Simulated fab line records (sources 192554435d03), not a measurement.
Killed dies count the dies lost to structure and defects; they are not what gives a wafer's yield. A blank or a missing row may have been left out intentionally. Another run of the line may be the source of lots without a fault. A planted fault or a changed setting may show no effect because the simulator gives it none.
A lot that was struck, set against a sound lot :: flow n5 finfet :: 20 steps out of a route of 1938
Sound: the wafers L509.3, L509.4, L509.5. Struck: wafers L530.1, L530.3, L530.4. At the end, the cause is stated.
Order at every step that has rows: each side's tool, ch and its chambers, its first start. Under that, the readings that differ: sound wafers :: struck wafers :: difference of the means :: sigmas: that difference in standard deviations of wafers without a fault.
alike: same words and numbers on both sides, and readings whose means sit less than 2 such deviations apart. not compared: any withheld reading, any reading some wafer has no value for, any bound like >300 that may hide the same value, and any number with overlapping values for which the record gives no deviation.
The two part at a step that has a row with sigmas, a row that says differs or no value, or rows on one side only. Non-overlapping numbers with no deviation appear without sigmas and do not part them. A reading missing from all wafers of one side parts the sides only when that side holds two or more wafers.

N5_GATE_CUT_CMP_61: polishes, stops on SiNx, t overpolish 3 s.
  sound on cmp-03 ch 0,1, day 5 06:13; struck on cmp-03 ch 0,2,3, day 10 05:41
reading: slurry flow ml min
sound: 150.7 150.2 151.5
struck: 150.0 149.7 149.8
difference: -1.0
sigmas: -2
  alike: motor current A
N5_GATE_CUT_INSPECT_26: inspects for defects (darkfield).
  sound on defect inspect-02 at day 5 06:27; struck on defect inspect-02 at day 10 05:55
  alike: raw defect count
then, 9 steps without rows for these wafers: N5_MOL_CONTACT_COAG_COAT_103 (time 60 s, resist thk 80 nm); N5_MOL_CONTACT_COAG_COAT_104 (time 60 s, resist thk 12 nm); N5_MOL_CONTACT_COAG_COAT_58 (time 60 s, resist thk 10 nm); N5_MOL_CONTACT_COAG_COAT_02 (resist thk 30 nm); N5_MOL_CONTACT_COAG_EBR_04; N5_MOL_CONTACT_COAG_SOFTBAKE_03 (time 60 s); N5_MOL_CONTACT_COAG_EXPOSE_05 (exposes mask CA, defocus 0 nm); N5_MOL_CONTACT_COAG_PEB_06 (peb time 60 s); N5_MOL_CONTACT_COAG_DEVELOP_07 (develop time 30 s).
N5_MOL_CONTACT_COAG_CD_MEAS_08: the cd target is 28 nm.
  sound on cd sem-02 ch 0, day 5 06:45; struck on cd sem-01 ch 0, day 10 06:13
reading: cd nm (nm)
sound: 27.98 28.50 28.25
struck: 29.20 29.28 28.70
difference: +0.82
sigmas: +3
N5_MOL_CONTACT_COAG_OVL_MEAS_09:
  sound on overlay-01 ch 0, day 5 06:47; struck on overlay-02 ch 0, day 10 06:14
  alike: CA_OVL
N5_MOL_CONTACT_COAG_INSPECT_10: inspects for defects (brightfield).
  sound on defect inspect-02 at day 5 06:50; struck on defect inspect-01 at day 10 06:18
  alike: raw defect count
N5_MOL_CONTACT_COAG_DESCUM_13: chemistry O2, time 7 s.
  sound on rie diel-03 ch 1,2,3, day 5 07:36; struck on rie diel-03 ch 0,2,3, day 10 06:20
  alike: chamber pressure mTorr, drypump motor current A, oes product au, rf vpp V, showerhead plenum p Torr, throttle valve pct
  not compared: rf hours counter h
N5_MOL_CONTACT_COAG_ETCH_59: etches underlayer in N2/H2, target depth 13 nm, time 10.4 s.
  sound on rie diel-03 ch 1,2,3, day 5 07:38; struck on rie diel-03 ch 0,2,3, day 10 06:22
  alike: chamber pressure mTorr, drypump motor current A, etch rf on time s, oes product au, rf vpp V, showerhead plenum p Torr, throttle valve pct
  not compared: rf hours counter h
N5_MOL_CONTACT_COAG_ETCH_105: etches SiARC in CF4, target depth 15.6 nm, time 26 s.
  sound on rie diel-03 ch 1,2,3, day 5 07:40; struck on rie diel-03 ch 0,2,3, day 10 06:23
  alike: chamber pressure mTorr, drypump motor current A, etch rf on time s, oes product au, rf vpp V, showerhead plenum p Torr, throttle valve pct
  not compared: rf hours counter h
N5_MOL_CONTACT_COAG_ETCH_106: etches SOC in N2/H2, target depth 80 nm, overetch 16 nm, time 120 s.
  sound on rie diel-03 ch 1,2,3, day 5 07:41; struck on rie diel-03 ch 0,2,3, day 10 06:25
  alike: chamber pressure mTorr, drypump motor current A, oes product au, rf vpp V, showerhead plenum p Torr, throttle valve pct
  not compared: rf hours counter h, model.MOL_CONTACT_COAG.cd offset nm
then, 1 step without rows for these wafers: N5_MOL_CONTACT_COAG_STRIP_107 (strips in N2/H2).
-- here the record skips 5 days between the struck wafers' starts before and after, leaving off in module MOL_CONTACT_COAG and picking up in module BEOL_M4 (first step shown: number 1111 of the route) --
N5_BEOL_M4_RC_MEAS_101:
  sound on prober-01 ch 0, day 9 05:45; struck on prober-01 ch 0, day 15 08:09
  alike: DIBL_N, DIBL_P, IOFF_N, IOFF_P, ION_N, ION_P, SS_N, SS_P, VT_N, VT_P

WHERE THEY PART
Last at N5_MOL_CONTACT_COAG_CD_MEAS_08 as far as this record goes, first at N5_GATE_CUT_CMP_61. Later steps at which nothing parts them and some readings are alike: N5_MOL_CONTACT_COAG_OVL_MEAS_09, N5_MOL_CONTACT_COAG_INSPECT_10, N5_MOL_CONTACT_COAG_DESCUM_13, N5_MOL_CONTACT_COAG_ETCH_59, N5_MOL_CONTACT_COAG_ETCH_105, N5_MOL_CONTACT_COAG_ETCH_106, N5_BEOL_M4_RC_MEAS_101.

WHY: the cause the simulator had injected
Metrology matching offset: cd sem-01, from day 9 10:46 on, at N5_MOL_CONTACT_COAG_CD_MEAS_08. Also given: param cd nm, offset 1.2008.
